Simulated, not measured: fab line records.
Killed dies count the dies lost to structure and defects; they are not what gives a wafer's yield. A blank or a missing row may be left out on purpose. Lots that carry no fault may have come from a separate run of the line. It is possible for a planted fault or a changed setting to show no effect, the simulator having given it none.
Split-lot experiment / flow n5_finfet / 7 lots, 21 wafers read, on a route of 1938 steps

== THE SPLIT ITSELF ==
At N5_BEOL_M10_ETCH_41 (etches SiCN in CH3F/O2, target depth 42.6 nm, time 86 s), the setting source_w was moved away from the recipe's 395 W on 5 of the 21 wafers read, by -16.3% to +9.5%. The other wafers ran this setting at the recipe's value.

The split's own step is where the reading is taken.

== THE READING ==
rf_vpp_V, in V, at N5_BEOL_M10_ETCH_41 (etches SiCN in CH3F/O2, target depth 42.6 nm, time 86 s). Typical for fault-free wafers on this fab line: 297.6 V, with standard deviation 1.6 V.

wafer=L078.1; tool, chamber at the split=rie_diel-04, 2; source_w as run, W=395; against the recipe=recipe; rf_vpp_V, V=298.7; against lot-mates on the recipe=-
wafer=L078.2; tool, chamber at the split=rie_diel-04, 0; source_w as run, W=395; against the recipe=recipe; rf_vpp_V, V=300.3; against lot-mates on the recipe=-
wafer=L078.3; tool, chamber at the split=rie_diel-04, 3; source_w as run, W=395; against the recipe=recipe; rf_vpp_V, V=297.4; against lot-mates on the recipe=-
wafer=L081.2; tool, chamber at the split=rie_diel-02, 0; source_w as run, W=395; against the recipe=recipe; rf_vpp_V, V=295.3; against lot-mates on the recipe=-
wafer=L081.4; tool, chamber at the split=rie_diel-02, 3; source_w as run, W=413; against the recipe=+4.6%; rf_vpp_V, V=293.9; against lot-mates on the recipe=-3.6
wafer=L081.5; tool, chamber at the split=rie_diel-02, 3; source_w as run, W=395; against the recipe=recipe; rf_vpp_V, V=299.6; against lot-mates on the recipe=-
wafer=L082.1; tool, chamber at the split=rie_diel-04, 0; source_w as run, W=395; against the recipe=recipe; rf_vpp_V, V=300.7; against lot-mates on the recipe=-
wafer=L082.5; tool, chamber at the split=rie_diel-04, 1; source_w as run, W=395; against the recipe=recipe; rf_vpp_V, V=298.2; against lot-mates on the recipe=-
wafer=L082.6; tool, chamber at the split=rie_diel-04, 2; source_w as run, W=395; against the recipe=recipe; rf_vpp_V, V=298.3; against lot-mates on the recipe=-
wafer=L088.1; tool, chamber at the split=rie_diel-04, 1; source_w as run, W=395; against the recipe=recipe; rf_vpp_V, V=297.1; against lot-mates on the recipe=-
wafer=L088.4; tool, chamber at the split=rie_diel-04, 0; source_w as run, W=362.3; against the recipe=-8.3%; rf_vpp_V, V=308.8; against lot-mates on the recipe=+11.6
wafer=L088.6; tool, chamber at the split=rie_diel-04, 1; source_w as run, W=395; against the recipe=recipe; rf_vpp_V, V=297.3; against lot-mates on the recipe=-
wafer=L087.1; tool, chamber at the split=rie_diel-02, 2; source_w as run, W=395; against the recipe=recipe; rf_vpp_V, V=298.5; against lot-mates on the recipe=-
wafer=L087.3; tool, chamber at the split=rie_diel-02, 3; source_w as run, W=330.8; against the recipe=-16.3%; rf_vpp_V, V=315.8; against lot-mates on the recipe=+17.3
wafer=L087.4; tool, chamber at the split=rie_diel-02, 1; source_w as run, W=330.8; against the recipe=-16.3%; rf_vpp_V, V=316.7; against lot-mates on the recipe=+18.2
wafer=L090.2; tool, chamber at the split=rie_diel-04, 2; source_w as run, W=395; against the recipe=recipe; rf_vpp_V, V=297.7; against lot-mates on the recipe=-
wafer=L090.4; tool, chamber at the split=rie_diel-04, 0; source_w as run, W=432.5; against the recipe=+9.5%; rf_vpp_V, V=289.4; against lot-mates on the recipe=-8.4
wafer=L090.5; tool, chamber at the split=rie_diel-04, 2; source_w as run, W=395; against the recipe=recipe; rf_vpp_V, V=297.9; against lot-mates on the recipe=-
wafer=L097.1; tool, chamber at the split=rie_diel-04, 2; source_w as run, W=395; against the recipe=recipe; rf_vpp_V, V=296.5; against lot-mates on the recipe=-
wafer=L097.5; tool, chamber at the split=rie_diel-04, 3; source_w as run, W=395; against the recipe=recipe; rf_vpp_V, V=298.3; against lot-mates on the recipe=-
wafer=L097.6; tool, chamber at the split=rie_diel-04, 0; source_w as run, W=395; against the recipe=recipe; rf_vpp_V, V=298.9; against lot-mates on the recipe=-

THE FIT
A straight line over all 21 wafers: rf_vpp_V changes by -1.09 V for each +1% of source_w; r = -0.98; the points scatter about the line by 1.3 V.
The same after taking each lot's own level away (the mean of its wafers on the recipe; 21 wafers): -1.07 V for each +1%; r = -0.98; scatter 1.3 V.
On that fit, the largest move of source_w shifts the reading by 17 V.
Measured against the standard deviation above, the lots' own levels, which go from 297.20 to 299.07 V, span 1.2 times it.
Hence the lot-to-lot level has little effect on the slope; both slopes agree.
Check: +18.1 V against its lot-mates is what the line predicts for one of the wafers moved furthest among these (-16.3%) when that wafer is left out of the fit. It came out at +17.3 V against them.
Tool readings at the split's step, against how far the setting was moved: rf_vpp_V r = -0.98.

== THE OTHER SPLITS THESE WAFERS WENT THROUGH ==
Other splits were also applied to these wafers ahead of the reading. Each is held against what the fit with the lots' levels taken away leaves over:
other split on the same wafers=N5_BEOL_M6_ETCH_62 time_s; wafers away from the commonest value=8; r with rf_vpp_V (lot level and that fit taken away)=+0.20
other split on the same wafers=N5_BEOL_M7_COAT_64 spin_rpm; wafers away from the commonest value=7; r with rf_vpp_V (lot level and that fit taken away)=+0.20
other split on the same wafers=N5_BEOL_M7_COAT_71 spin_rpm; wafers away from the commonest value=5; r with rf_vpp_V (lot level and that fit taken away)=-0.21

== FILE'S OWN FIT ==
rf_vpp_V changes by -1.08 V for each +1% of source_w, r = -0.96.
